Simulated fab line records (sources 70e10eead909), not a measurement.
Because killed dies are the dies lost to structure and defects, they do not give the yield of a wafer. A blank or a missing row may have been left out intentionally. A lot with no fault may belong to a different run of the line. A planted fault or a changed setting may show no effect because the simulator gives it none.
Matching of chambers / flow nandHarc / 4 sister chambers for NHARC_A_CONTACT_ETCH_102 on rieDiel-04
The step etches the open film in CF4/O2, target depth 100 nm, overetch 10 nm, time 55 s. 4 wafers are shown with their chamber, then 11 later ones without.

## WAFERS PAIRED WITH THEIR CHAMBERS
wafer=L077.4; chamber=0; showerheadPlenumPTorr (Torr)=1.34
wafer=L086.5; chamber=2; showerheadPlenumPTorr (Torr)=1.40
wafer=L086.6; chamber=1; showerheadPlenumPTorr (Torr)=1.34
wafer=L089.2; chamber=3; showerheadPlenumPTorr (Torr)=1.40

## WAFERS WHOSE CHAMBER IS MISSING
wafer=L089.3; showerheadPlenumPTorr (Torr)=1.34
wafer=L089.6; showerheadPlenumPTorr (Torr)=1.40
wafer=L092.3; showerheadPlenumPTorr (Torr)=1.34
wafer=L092.4; showerheadPlenumPTorr (Torr)=1.40
wafer=L092.6; showerheadPlenumPTorr (Torr)=1.40
wafer=L094.1; showerheadPlenumPTorr (Torr)=1.40
wafer=L094.3; showerheadPlenumPTorr (Torr)=1.40
wafer=L094.4; showerheadPlenumPTorr (Torr)=1.34
wafer=L093.2; showerheadPlenumPTorr (Torr)=1.40
wafer=L093.4; showerheadPlenumPTorr (Torr)=1.33
wafer=L093.5; showerheadPlenumPTorr (Torr)=1.33

## EACH ONE'S CHAMBER
wafer=L089.3; from the rows above=can't be placed: 0 or 1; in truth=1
wafer=L089.6; from the rows above=can't be placed: 2 or 3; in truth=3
wafer=L092.3; from the rows above=can't be placed: 0 or 1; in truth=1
wafer=L092.4; from the rows above=can't be placed: 2 or 3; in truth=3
wafer=L092.6; from the rows above=can't be placed: 2 or 3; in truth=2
wafer=L094.1; from the rows above=can't be placed: 2 or 3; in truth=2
wafer=L094.3; from the rows above=can't be placed: 2 or 3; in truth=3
wafer=L094.4; from the rows above=can't be placed: 0 or 1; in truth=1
wafer=L093.2; from the rows above=can't be placed: 2 or 3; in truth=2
wafer=L093.4; from the rows above=can't be placed: 0 or 1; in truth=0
wafer=L093.5; from the rows above=can't be placed: 0 or 1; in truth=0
0 of 11 placed correctly. Unplaceable from these rows: 11, with the true chamber sitting among the candidates in 11. Wrongly placed: 0.
How it was worked out, from the rows above alone: a wafer's distance from a chamber is the root of the sum, over the readings, of the square of ((its reading less the chamber's mean) divided by the reading's scatter). The wafer belongs to the nearest chamber; if the next one is less than 2 further off, it can't be placed. A chamber's mean is the mean of its shown wafers. The scatter (one wafer shown for each chamber): square how far every hidden wafer sits from the nearest shown wafer, average those squares and take the square root.
